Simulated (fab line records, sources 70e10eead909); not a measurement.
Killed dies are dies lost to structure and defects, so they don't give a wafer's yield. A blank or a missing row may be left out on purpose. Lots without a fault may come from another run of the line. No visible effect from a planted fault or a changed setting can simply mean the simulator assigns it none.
Which tool did it? | flow nand-harc | 72 wafers from 24 lots sampled at 5 of the route's 1302 steps

## WHAT EACH GAUGE READ, for each wafer
NHARC_A_ONON_D1_INSPECT_32.
lot  | measured     | on                | raw-defect-count
L074 | day 8 01:38  | defect-inspect-01 | 58 53 45
L075 | day 8 15:45  | defect-inspect-02 | 77 64 99
L076 | day 9 01:13  | defect-inspect-02 | 66 62 60
L077 | day 9 10:26  | defect-inspect-02 | 78 62 92
L078 | day 10 03:56 | defect-inspect-02 | 101 90 131
L080 | day 10 17:25 | defect-inspect-01 | 48 29 34
L079 | day 10 17:25 | defect-inspect-02 | 114 63 87
L081 | day 11 03:11 | defect-inspect-02 | 91 55 109
L082 | day 11 19:49 | defect-inspect-01 | 112 64 42
L083 | day 12 04:40 | defect-inspect-01 | 122 102 88
L084 | day 12 14:28 | defect-inspect-01 | 80 60 85
L085 | day 13 06:55 | defect-inspect-02 | 32 62 57
L086 | day 13 06:54 | defect-inspect-01 | 60 67 51
L087 | day 13 17:25 | defect-inspect-02 | 58 72 77
L089 | day 14 12:56 | defect-inspect-02 | 64 75 56
L088 | day 14 12:41 | defect-inspect-01 | 54 83 47
L090 | day 15 00:31 | defect-inspect-01 | 64 52 66
L091 | day 15 09:56 | defect-inspect-01 | 123 126 106
L092 | day 15 19:40 | defect-inspect-02 | 65 88 65
L093 | day 15 23:26 | defect-inspect-02 | 74 87 84
L094 | day 17 04:07 | defect-inspect-01 | 52 53 48
L095 | day 17 04:07 | defect-inspect-01 | 118 106 68
L096 | day 17 21:52 | defect-inspect-02 | 78 83 42
L097 | day 17 21:51 | defect-inspect-01 | 38 84 72

## TOOL THAT RAN EACH LOT (tool first, then ch and the chambers of the sampled wafers, then the start)
lot  | NHARC_P_M2_ETCH_28                            | NHARC_P_M2_DEGAS_29          | NHARC_P_BONDPAD_DEP_00                     | NHARC_P_BONDPAD_PRE_CLEAN_26
L074 | rie-diel-09 ch 1,2,3, day 6 06:38 or earlier  | pvd-sputter-02, day 6 06:38  | pecvd-01 ch 0,2, day 6 08:54               | pvd-sputter-03, day 8 01:38 or earlier
L075 | rie-diel-11 ch 1,2,3, day 6 21:45 or earlier  | pvd-sputter-01, day 6 21:45  | pecvd-03 ch 0,1,2, day 6 23:55             | pvd-sputter-03, day 8 15:45 or earlier
L076 | rie-diel-11 ch 1,2, day 7 02:14 or earlier    | pvd-sputter-01, day 7 02:14  | pecvd-01 ch 0,1,2, day 7 04:41             | pvd-sputter-03, day 9 01:13 or earlier
L077 | rie-diel-09 ch 1,2, day 7 16:07 or earlier    | pvd-sputter-03, day 7 16:07  | pecvd-02 ch 0,1,2, day 7 18:15             | pvd-sputter-02, day 9 10:26 or earlier
L078 | rie-diel-05 ch 1,2, day 8 07:31 or earlier    | pvd-sputter-02, day 8 07:31  | pecvd-01 ch 0,1,2, day 8 09:40             | pvd-sputter-01, day 10 03:56 or earlier
L080 | rie-diel-11 ch 0,1,3, day 8 19:59 or earlier  | pvd-sputter-02, day 8 19:59  | pecvd-02 ch 0,1,2, day 10 17:25 or earlier | pvd-sputter-01, day 10 17:25 or earlier
L079 | rie-diel-05 ch 0,2,3, day 8 21:13 or earlier  | pvd-sputter-01, day 8 21:13  | pecvd-02 ch 0,2, day 10 17:25 or earlier   | pvd-sputter-03, day 10 17:25 or earlier
L081 | rie-diel-11 ch 0,1, day 9 07:35 or earlier    | pvd-sputter-02, day 9 07:35  | pecvd-01 ch 0,1, day 9 09:43               | pvd-sputter-01, day 11 03:11 or earlier
L082 | rie-diel-09 ch 1,2,3, day 10 00:53 or earlier | pvd-sputter-02, day 10 00:53 | pecvd-01 ch 0,2, day 10 03:02              | pvd-sputter-03, day 11 19:49 or earlier
L083 | rie-diel-09 ch 0,1,3, day 10 08:13 or earlier | pvd-sputter-02, day 10 08:13 | pecvd-02 ch 0,2, day 10 10:25              | pvd-sputter-03, day 12 04:40 or earlier
L084 | rie-diel-09 ch 1,2,3, day 10 19:05 or earlier | pvd-sputter-03, day 10 19:05 | pecvd-03 ch 0,1, day 10 21:20              | pvd-sputter-03, day 12 14:28 or earlier
L085 | rie-diel-05 ch 1,2,3, day 11 12:50 or earlier | pvd-sputter-02, day 11 12:50 | pecvd-03 ch 1,2, day 11 14:56              | pvd-sputter-01, day 13 06:55 or earlier
L086 | rie-diel-05 ch 1,2, day 11 14:18 or earlier   | pvd-sputter-01, day 11 14:18 | pecvd-03 ch 1,2, day 11 16:32              | pvd-sputter-02, day 13 06:54 or earlier
L087 | rie-diel-09 ch 2,3, day 11 19:13 or earlier   | pvd-sputter-01, day 11 19:13 | pecvd-02 ch 0,1,2, day 11 21:22            | pvd-sputter-02, day 13 17:25 or earlier
L089 | rie-diel-05 ch 2,3, day 12 12:28 or earlier   | pvd-sputter-01, day 12 12:28 | pecvd-03 ch 0,1,2, day 14 12:56 or earlier | pvd-sputter-03, day 14 12:56 or earlier
L088 | rie-diel-05 ch 2,3, day 12 14:35              | pvd-sputter-02, day 12 15:01 | pecvd-01 ch 0,1, day 12 17:13              | pvd-sputter-01, day 14 12:41 or earlier
L090 | rie-diel-09 ch 0,3, day 13 05:26 or earlier   | pvd-sputter-03, day 13 05:26 | pecvd-03 ch 0,2, day 13 07:34              | pvd-sputter-01, day 15 00:31 or earlier
L091 | rie-diel-05 ch 0,2,3, day 13 12:27 or earlier | pvd-sputter-02, day 13 12:27 | pecvd-02 ch 0,1,2, day 13 14:55            | pvd-sputter-03, day 15 09:56 or earlier
L092 | rie-diel-09 ch 0,3, day 14 00:58 or earlier   | pvd-sputter-02, day 14 00:58 | pecvd-03 ch 1,2, day 15 19:40 or earlier   | pvd-sputter-02, day 15 19:40 or earlier
L093 | rie-diel-09 ch 0,2, day 14 04:50 or earlier   | pvd-sputter-01, day 14 04:50 | pecvd-02 ch 0,1,2, day 14 06:58            | pvd-sputter-02, day 15 23:26 or earlier
L094 | rie-diel-09 ch 0,2,3, day 14 22:30 or earlier | pvd-sputter-03, day 14 22:30 | pecvd-03 ch 0,1,2, day 17 04:07 or earlier | pvd-sputter-03, day 17 04:07 or earlier
L095 | rie-diel-11 ch 2,3, day 14 23:08 or earlier   | pvd-sputter-02, day 14 23:08 | pecvd-01 ch 1,2, day 17 04:07 or earlier   | pvd-sputter-02, day 17 04:07 or earlier
L096 | rie-diel-09 ch 1,2,3, day 15 14:01 or earlier | pvd-sputter-01, day 15 14:01 | pecvd-02 ch 0,2, day 15 16:11              | pvd-sputter-01, day 17 21:52 or earlier
L097 | rie-diel-11 ch 0,1,3, day 15 21:59 or earlier | pvd-sputter-02, day 15 21:59 | pecvd-03 ch 1,2, day 16 00:16              | pvd-sputter-02, day 17 21:51 or earlier
- NHARC_P_M2_ETCH_28: etches the open film in CF4/N2, target depth 30 nm, time 72.99 s.
- NHARC_P_M2_DEGAS_29: time 60 s.
- NHARC_P_BONDPAD_DEP_00: deposits SiCN, target thk 250 nm.
- NHARC_P_BONDPAD_PRE_CLEAN_26: time 30 s.

## AS READ BY THE TOOLS THEMSELVES (means over the sampled wafers that have a number; for cases with no such wafer, the mark the record gives instead)
NHARC_P_M2_ETCH_28.
lot  | tool        | chamber-pressure-mTorr (mTorr) | drypump-motor-current-A (A) | n2-flow-sccm (sccm) | oes-product-au (a.u.) | rf-vpp-V (V) | showerhead-plenum-p-Torr (Torr) | throttle-valve-pct (%)
L074 | rie-diel-09 | 29.997                         | 5.8                         | 100.0               | 1.001                 | 313.7        | 2.63                            | 19.798
L075 | rie-diel-11 | 29.984                         | 5.4                         | 100.4               | 0.999                 | 314.6        | 2.66                            | 19.799
L076 | rie-diel-11 | 30.042                         | 5.7                         | 99.6                | 1.000                 | 315.7        | 2.70                            | 19.799
L077 | rie-diel-09 | 29.977                         | 5.9                         | 99.7                | 0.998                 | 314.9        | 2.65                            | 19.789
L078 | rie-diel-05 | 30.014                         | 6.1                         | 100.3               | 0.991                 | 312.9        | 2.50                            | 19.795
L080 | rie-diel-11 | 30.010                         | 5.7                         | 99.9                | 1.011                 | 314.8        | 2.68                            | 19.797
L079 | rie-diel-05 | 30.012                         | 5.3                         | 100.3               | 0.995                 | 313.3        | 2.61                            | 19.786
L081 | rie-diel-11 | 30.031                         | 6.1                         | 100.0               | 1.009                 | 315.7        | 2.73                            | 19.791
L082 | rie-diel-09 | 30.019                         | 5.7                         | 99.9                | 1.004                 | 314.5        | 2.62                            | 19.794
L083 | rie-diel-09 | 29.996                         | 5.7                         | 99.8                | 0.994                 | 314.9        | 2.65                            | 19.790
L084 | rie-diel-09 | 30.012                         | 5.8                         | 100.0               | 1.001                 | 313.9        | 2.62                            | 19.787
L085 | rie-diel-05 | 30.002                         | 5.8                         | 100.1               | 0.990                 | 312.8        | 2.55                            | 19.794
L086 | rie-diel-05 | 29.990                         | 6.1                         | 100.1               | 0.998                 | 313.0        | 2.50                            | 19.785
L087 | rie-diel-09 | 30.005                         | 6.0                         | 100.1               | 0.998                 | 315.4        | 2.66                            | 19.793
L089 | rie-diel-05 | 29.999                         | 5.5                         | 99.8                | 0.991                 | 313.1        | 2.60                            | 19.798
L088 | rie-diel-05 | 30.019                         | 5.6                         | 99.9                | 0.994                 | 314.6        | 2.60                            | 19.795
L090 | rie-diel-09 | 29.999                         | 6.0                         | 100.3               | 1.003                 | 315.5        | 2.71                            | 19.786
L091 | rie-diel-05 | 30.014                         | 5.3                         | 100.1               | 0.993                 | 312.9        | 2.61                            | 19.791
L092 | rie-diel-09 | 30.000                         | 5.9                         | 100.0               | 0.995                 | 315.8        | 2.71                            | 19.784
L093 | rie-diel-09 | 30.032                         | 6.1                         | 99.8                | 1.001                 | 315.3        | 2.71                            | 19.793
L094 | rie-diel-09 | 30.012                         | 6.0                         | 100.0               | 0.996                 | 315.3        | 2.68                            | 19.793
L095 | rie-diel-11 | 30.007                         | 5.0                         | 100.1               | 0.985                 | 314.7        | 2.60                            | 19.798
L096 | rie-diel-09 | 30.000                         | 5.7                         | 100.0               | 0.996                 | 314.3        | 2.62                            | 19.803
L097 | rie-diel-11 | 30.024                         | 5.6                         | 100.0               | 0.994                 | 315.2        | 2.68                            | 19.796

NHARC_P_M2_DEGAS_29.
lot  | tool           | heater-power-w (W)
L074 | pvd-sputter-02 | 354
L075 | pvd-sputter-01 | 327
L076 | pvd-sputter-01 | 342
L077 | pvd-sputter-03 | 317
L078 | pvd-sputter-02 | 341
L080 | pvd-sputter-02 | 361
L079 | pvd-sputter-01 | 341
L081 | pvd-sputter-02 | 338
L082 | pvd-sputter-02 | 349
L083 | pvd-sputter-02 | 341
L084 | pvd-sputter-03 | 314
L085 | pvd-sputter-02 | 351
L086 | pvd-sputter-01 | 346
L087 | pvd-sputter-01 | 305
L089 | pvd-sputter-01 | 338
L088 | pvd-sputter-02 | 353
L090 | pvd-sputter-03 | 327
L091 | pvd-sputter-02 | 347
L092 | pvd-sputter-02 | 362
L093 | pvd-sputter-01 | 342
L094 | pvd-sputter-03 | 308
L095 | pvd-sputter-02 | 340
L096 | pvd-sputter-01 | 336
L097 | pvd-sputter-02 | 360

NHARC_P_BONDPAD_DEP_00.
lot  | tool     | heater-power-w (W)
L074 | pecvd-01 | 610
L075 | pecvd-03 | 543
L076 | pecvd-01 | 629
L077 | pecvd-02 | 456
L078 | pecvd-01 | 616
L080 | pecvd-02 | 465
L079 | pecvd-02 | 503
L081 | pecvd-01 | 649
L082 | pecvd-01 | 602
L083 | pecvd-02 | 517
L084 | pecvd-03 | 556
L085 | pecvd-03 | 622
L086 | pecvd-03 | 559
L087 | pecvd-02 | 510
L089 | pecvd-03 | 573
L088 | pecvd-01 | 610
L090 | pecvd-03 | 484
L091 | pecvd-02 | 523
L092 | pecvd-03 | 516
L093 | pecvd-02 | 525
L094 | pecvd-03 | 544
L095 | pecvd-01 | 627
L096 | pecvd-02 | 520
L097 | pecvd-03 | 541

NHARC_P_BONDPAD_PRE_CLEAN_26.
lot  | tool           | heater-power-w (W)
L074 | pvd-sputter-03 | 425
L075 | pvd-sputter-03 | 412
L076 | pvd-sputter-03 | 396
L077 | pvd-sputter-02 | 419
L078 | pvd-sputter-01 | 378
L080 | pvd-sputter-01 | 404
L079 | pvd-sputter-03 | 389
L081 | pvd-sputter-01 | 379
L082 | pvd-sputter-03 | 360
L083 | pvd-sputter-03 | 396
L084 | pvd-sputter-03 | 383
L085 | pvd-sputter-01 | 420
L086 | pvd-sputter-02 | 430
L087 | pvd-sputter-02 | 428
L089 | pvd-sputter-03 | 369
L088 | pvd-sputter-01 | 421
L090 | pvd-sputter-01 | 402
L091 | pvd-sputter-03 | 393
L092 | pvd-sputter-02 | 424
L093 | pvd-sputter-02 | 450
L094 | pvd-sputter-03 | 377
L095 | pvd-sputter-02 | 444
L096 | pvd-sputter-01 | 384
L097 | pvd-sputter-02 | 445

## THE ANSWER, worked out from the rows above alone
Rule: usual is defined by the lots themselves. Put in order of their means at a reading, lots are off if they are a third of the lots or fewer, leave a main group of 4 or more, and stand apart from it by a gap of 3 or more times the standard deviation of the main group's means; of several such gaps the widest counts. If all means in a main group match to the digits the tables above print for the reading, that group is not used. A lot without any number at a reading at which 4 lots or more have one is off too. Where the step has rows for the other lots, those lots are counted as sound. First the gauges in route order, then the tools' own readings, where a lot's mean is used as printed above. The first step at which some lot is off is used, and at that step the reading that is off furthest; a lot without a number counts as furthest.
Across all readings shown, no lot is off: no conclusion can be drawn from this.

## WHAT WAS PUT IN BY THE SIMULATOR
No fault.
